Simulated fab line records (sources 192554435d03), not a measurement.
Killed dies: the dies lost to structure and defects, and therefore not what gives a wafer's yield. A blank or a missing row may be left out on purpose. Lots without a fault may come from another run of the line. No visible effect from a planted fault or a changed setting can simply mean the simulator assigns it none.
The tool behind it: which one? | flow n5 finfet | 24 lots, 72 wafers sampled, at 5 steps of a route of 1938

== WHAT THE GAUGES SHOWED, per wafer ==
N5_BEOL_M9_CD_MEAS_35: target cd 70 nm, target cd y 40 nm. Usual: cd nm reads 70.3 nm (standard deviation 0.86).
lot  | measured     | on        | cd nm (nm)     | flag
L074 | day 10 10:26 | cd sem-02 | 72.5 70.2 70.9 |
L076 | day 10 10:37 | cd sem-03 | 70.3 71.9 71.3 |
L075 | day 11 03:05 | cd sem-01 | 69.8 70.1 70.6 |
L077 | day 11 03:16 | cd sem-02 | 70.6 70.0 69.7 |
L078 | day 11 03:20 | cd sem-01 | 71.0 70.1 69.8 |
L080 | day 11 10:32 | cd sem-01 | 69.0 69.4 70.3 |
L079 | day 11 10:41 | cd sem-01 | 70.3 70.7 70.6 |
L082 | day 11 18:09 | cd sem-02 | 71.1 69.6 71.0 |
L081 | day 12 03:24 | cd sem-03 | 68.3 69.2 68.7 |
L083 | day 12 05:07 | cd sem-02 | 68.9 70.6 70.0 |
L084 | day 12 08:51 | cd sem-02 | 70.3 69.8 69.8 |
L085 | day 13 04:41 | cd sem-03 | 71.1 70.9 70.7 |
L086 | day 13 11:51 | cd sem-01 | 69.9 69.5 70.0 |
L087 | day 13 12:31 | cd sem-01 | 68.7 71.2 70.7 |
L089 | day 13 20:19 | cd sem-01 | 69.8 70.0 70.9 |
L088 | day 13 20:22 | cd sem-02 | 71.0 69.8 71.4 |
L090 | day 13 20:45 | cd sem-01 | 69.3 71.1 69.2 |
L091 | day 13 23:53 | cd sem-03 | 70.5 70.4 70.6 |
L092 | day 14 05:01 | cd sem-01 | 70.6 70.6 71.3 |
L093 | day 15 00:15 | cd sem-01 | 70.6 69.8 70.9 |
L095 | day 15 03:01 | cd sem-01 | 70.1 69.7 69.3 |
L096 | day 15 10:10 | cd sem-03 | 69.3 70.7 70.7 |
L094 | day 15 12:41 | cd sem-02 | 70.8 70.7 70.3 |
L097 | day 15 23:11 | cd sem-03 | 70.1 70.3 70.8 |

N5_BEOL_M10_CD_MEAS_11 targets a cd of 64.1 nm. Usual: cd nm reads 64.2 nm (standard deviation 0.66).
lot  | measured     | on        | cd nm (nm)     | flag
L074 | day 10 15:54 | cd sem-03 | 63.0 64.8 63.8 |
L076 | day 10 16:25 | cd sem-01 | 64.4 63.8 64.1 |
L075 | day 11 07:58 | cd sem-03 | 64.1 64.9 63.9 |
L077 | day 11 08:07 | cd sem-03 | 64.0 64.4 65.2 |
L078 | day 11 08:10 | cd sem-03 | 64.1 64.4 64.3 |
L080 | day 11 15:03 | cd sem-03 | 64.3 64.2 64.6 |
L079 | day 11 15:23 | cd sem-03 | 65.3 63.8 65.4 |
L082 | day 11 23:12 | cd sem-03 | 63.1 64.3 64.5 |
L081 | day 12 07:54 | cd sem-01 | 65.8 65.3 64.7 |
L083 | day 12 09:43 | cd sem-03 | 63.8 64.4 64.8 |
L084 | day 12 16:12 | cd sem-02 | 64.5 65.4 64.4 |
L085 | day 13 09:08 | cd sem-03 | 63.8 63.2 63.5 |
L086 | day 13 16:50 | cd sem-03 | 63.4 63.6 63.5 |
L087 | day 13 17:01 | cd sem-01 | 64.3 64.8 64.2 |
L089 | day 14 01:55 | cd sem-03 | 64.9 63.2 64.7 |
L088 | day 14 02:13 | cd sem-01 | 63.6 64.5 64.1 |
L090 | day 14 02:26 | cd sem-03 | 64.4 64.1 64.5 |
L091 | day 14 05:29 | cd sem-03 | 63.5 63.2 62.5 |
L092 | day 14 10:29 | cd sem-01 | 64.8 64.4 64.1 |
L093 | day 15 09:59 | cd sem-01 | 64.4 65.2 64.1 |
L095 | day 15 10:23 | cd sem-02 | 63.2 64.2 64.1 |
L096 | day 15 15:01 | cd sem-01 | 63.8 63.5 65.1 |
L094 | day 15 21:17 | cd sem-02 | 64.2 65.0 64.5 |
L097 | day 16 03:32 | cd sem-03 | 63.9 64.3 64.6 |

N5_BEOL_M10_CD_MEAS_18: pitch 140 nm, target cd 70 nm. Usual: cd nm reads 70.1 nm (standard deviation 0.68).
lot  | measured     | on        | cd nm (nm)     | flag
L074 | day 10 16:35 | cd sem-03 | 69.2 70.7 70.5 |
L076 | day 10 17:04 | cd sem-03 | 69.7 70.3 70.2 |
L075 | day 11 08:31 | cd sem-03 | 70.0 70.5 69.3 |
L077 | day 11 08:41 | cd sem-02 | 70.2 70.5 72.0 |
L078 | day 11 08:42 | cd sem-02 | 69.5 69.3 70.3 |
L080 | day 11 15:43 | cd sem-01 | 70.0 71.0 70.5 |
L079 | day 11 15:58 | cd sem-01 | 71.1 69.2 71.4 |
L082 | day 12 00:07 | cd sem-03 | 69.0 68.9 70.3 |
L081 | day 12 08:40 | cd sem-03 | 70.9 71.1 71.0 |
L083 | day 12 10:27 | cd sem-03 | 69.5 70.7 70.7 |
L084 | day 12 16:45 | cd sem-01 | 69.8 71.0 70.3 |
L085 | day 13 09:49 | cd sem-01 | 70.1 68.4 68.9 |
L086 | day 13 17:25 | cd sem-02 | 69.4 69.2 69.6 |
L087 | day 13 17:38 | cd sem-01 | 70.4 70.3 70.1 |
L089 | day 14 02:31 | cd sem-03 | 70.1 69.4 69.7 |
L088 | day 14 02:58 | cd sem-02 | 70.0 69.7 70.2 |
L090 | day 14 03:02 | cd sem-02 | 70.8 70.7 71.5 |
L091 | day 14 06:02 | cd sem-03 | 69.7 69.4 69.0 |
L092 | day 14 11:02 | cd sem-01 | 70.1 69.8 70.1 |
L093 | day 15 10:46 | cd sem-03 | 70.2 71.1 69.8 |
L095 | day 15 11:12 | cd sem-01 | 69.9 70.0 71.0 |
L096 | day 15 16:02 | cd sem-01 | 68.8 69.9 71.1 |
L094 | day 15 21:56 | cd sem-03 | 70.4 69.5 69.9 |
L097 | day 16 04:16 | cd sem-01 | 69.4 69.8 69.9 |

== WHAT TOOL EACH LOT RAN ON (gives the tool, then ch and the chambers of the sampled wafers, and finally the start) ==
lot  | N5_BEOL_M9_ANNEAL_51             | N5_BEOL_M9_CMP_52
L074 | rtp anneal-02 ch 0, day 10 12:05 | cmp-03 ch 0,1,3, day 10 12:26
L076 | rtp anneal-01 ch 0, day 10 13:50 | cmp-04 ch 0,3, day 10 14:08
L075 | rtp anneal-02 ch 0, day 11 04:38 | cmp-01 ch 1,2,3, day 11 05:00
L077 | rtp anneal-02 ch 0, day 11 04:52 | cmp-04 ch 1,2,3, day 11 05:11
L078 | rtp anneal-01 ch 0, day 11 04:55 | cmp-01 ch 0,2,3, day 11 05:15
L080 | rtp anneal-01 ch 0, day 11 11:49 | cmp-04 ch 1,2,3, day 11 12:09
L079 | rtp anneal-02 ch 0, day 11 12:00 | cmp-03 ch 0,2,3, day 11 12:15
L082 | rtp anneal-01 ch 0, day 11 19:36 | cmp-04 ch 1,2,3, day 11 19:56
L081 | rtp anneal-01 ch 0, day 12 05:00 | cmp-03 ch 2,3, day 12 05:20
L083 | rtp anneal-01 ch 0, day 12 07:52 | cmp-03 ch 0,2,3, day 12 08:13
L084 | rtp anneal-01 ch 0, day 12 12:48 | cmp-04 ch 0,1,3, day 12 13:08
L085 | rtp anneal-02 ch 0, day 13 06:19 | cmp-01 ch 2,3, day 13 06:32
L086 | rtp anneal-02 ch 0, day 13 13:50 | cmp-01 ch 2,3, day 13 14:02
L087 | rtp anneal-01 ch 0, day 13 14:05 | cmp-04 ch 0,2,3, day 13 14:34
L089 | rtp anneal-02 ch 0, day 13 22:19 | cmp-03 ch 0,1,3, day 13 22:37
L088 | rtp anneal-02 ch 0, day 13 22:32 | cmp-04 ch 1,2, day 13 22:53
L090 | rtp anneal-02 ch 0, day 13 23:08 | cmp-01 ch 0,3, day 13 23:23
L091 | rtp anneal-02 ch 0, day 14 02:34 | cmp-01 ch 0,1,2, day 14 02:52
L092 | rtp anneal-02 ch 0, day 14 06:48 | cmp-03 ch 0,2, day 14 07:03
L093 | rtp anneal-01 ch 0, day 15 03:47 | cmp-03 ch 1,2,3, day 15 04:18
L095 | rtp anneal-02 ch 0, day 15 04:49 | cmp-04 ch 1,2, day 15 05:07
L096 | rtp anneal-02 ch 0, day 15 12:23 | cmp-01 ch 2,3, day 15 12:40
L094 | rtp anneal-01 ch 0, day 15 15:29 | cmp-03 ch 0,1,3, day 15 15:51
L097 | rtp anneal-01 ch 0, day 16 00:49 | cmp-03 ch 0,2,3, day 16 01:09
- N5_BEOL_M9_ANNEAL_51: time 90 s.
- N5_BEOL_M9_CMP_52: polishes, stops on SiCOH lowk, t overpolish 7 s, target thk 140 nm.

== AS READ BY THE TOOLS THEMSELVES (means over the sampled wafers that have a number; for cases with no such wafer, the mark the record gives instead) ==
N5_BEOL_M9_ANNEAL_51. Usual: wafer_temp_C_max reads 226.37 (standard deviation 0.29).
lot  | tool          | wafer_temp_C_max | flag
L074 | rtp anneal-02 | 226.33           |
L076 | rtp anneal-01 | 226.62           |
L075 | rtp anneal-02 | 226.22           |
L077 | rtp anneal-02 | 226.17           |
L078 | rtp anneal-01 | 226.40           |
L080 | rtp anneal-01 | 226.56           |
L079 | rtp anneal-02 | 226.49           |
L082 | rtp anneal-01 | 226.32           |
L081 | rtp anneal-01 | 226.31           |
L083 | rtp anneal-01 | 226.24           |
L084 | rtp anneal-01 | 226.33           |
L085 | rtp anneal-02 | 226.43           |
L086 | rtp anneal-02 | 226.79           |
L087 | rtp anneal-01 | 226.24           |
L089 | rtp anneal-02 | 226.48           |
L088 | rtp anneal-02 | 226.42           |
L090 | rtp anneal-02 | 226.20           |
L091 | rtp anneal-02 | 226.23           |
L092 | rtp anneal-02 | 226.75           |
L093 | rtp anneal-01 | 226.39           |
L095 | rtp anneal-02 | 226.32           |
L096 | rtp anneal-02 | 225.98           |
L094 | rtp anneal-01 | 225.98           |
L097 | rtp anneal-01 | 226.68           |

N5_BEOL_M9_CMP_52. Usual: barrier field endpoint s 28.8 s, standard deviation 0.91; motor current A 6.2 A, standard deviation 0.74; overpolish run s 7.002 s, standard deviation 0.0086; time to endpoint s 67 s, standard deviation 4.8.
lot  | tool   | barrier field endpoint s (s) | motor current A (A) | overpolish run s (s) | time to endpoint s (s) | flag
L074 | cmp-03 | 28.3                         | 6.3                 | 7.009                | 62                     |
L076 | cmp-04 | 29.6                         | 5.9                 | 7.006                | 66                     |
L075 | cmp-01 | 28.5                         | 6.5                 | 7.003                | 64                     |
L077 | cmp-04 | 29.2                         | 6.3                 | 6.997                | 69                     |
L078 | cmp-01 | 29.0                         | 6.0                 | 6.994                | 61                     |
L080 | cmp-04 | 29.1                         | 6.1                 | 6.998                | 71                     |
L079 | cmp-03 | 29.5                         | 6.7                 | 6.997                | 67                     |
L082 | cmp-04 | 30.3                         | 6.4                 | 7.004                | 73                     |
L081 | cmp-03 | 28.2                         | 6.6                 | 7.004                | 68                     |
L083 | cmp-03 | 28.7                         | 6.6                 | 6.999                | 69                     |
L084 | cmp-04 | 28.3                         | 6.1                 | 7.007                | 69                     |
L085 | cmp-01 | 28.2                         | 6.3                 | 7.012                | 68                     |
L086 | cmp-01 | 29.2                         | 6.3                 | 7.000                | 68                     |
L087 | cmp-04 | 29.1                         | 6.2                 | 7.004                | 72                     |
L089 | cmp-03 | 28.2                         | 6.3                 | 7.000                | 64                     |
L088 | cmp-04 | 29.5                         | 5.9                 | 7.007                | 70                     |
L090 | cmp-01 | 27.3                         | 5.5                 | 7.000                | 59                     |
L091 | cmp-01 | 28.3                         | 5.9                 | 7.003                | 64                     |
L092 | cmp-03 | 29.8                         | 5.9                 | 7.003                | 73                     |
L093 | cmp-03 | 29.1                         | 6.4                 | 7.005                | 66                     |
L095 | cmp-04 | 29.2                         | 6.2                 | 6.996                | 68                     |
L096 | cmp-01 | 29.3                         | 6.4                 | 6.995                | 66                     |
L094 | cmp-03 | 29.2                         | 6.3                 | 7.000                | 67                     |
L097 | cmp-03 | 28.2                         | 6.6                 | 7.009                | 61                     |

== THE ANSWER, worked out from the rows above alone ==
Rule: take the mean of a lot's wafers that have a number; if it is more than 3 standard deviations from the usual mean, the lot is off. Also off: a lot with no number at a reading for which 4 or more lots have one. All remaining lots with rows at the step are treated as sound. Order of review: gauges by route order, followed by the tools' own readings, for which a lot's mean as printed above is used. The first step at which some lot is off is used, and at that step the reading that is off furthest; a lot without a number counts as furthest.
No lot is off at any reading shown: from this, nothing can be told.

== WHAT THE SIMULATOR PUT IN ==
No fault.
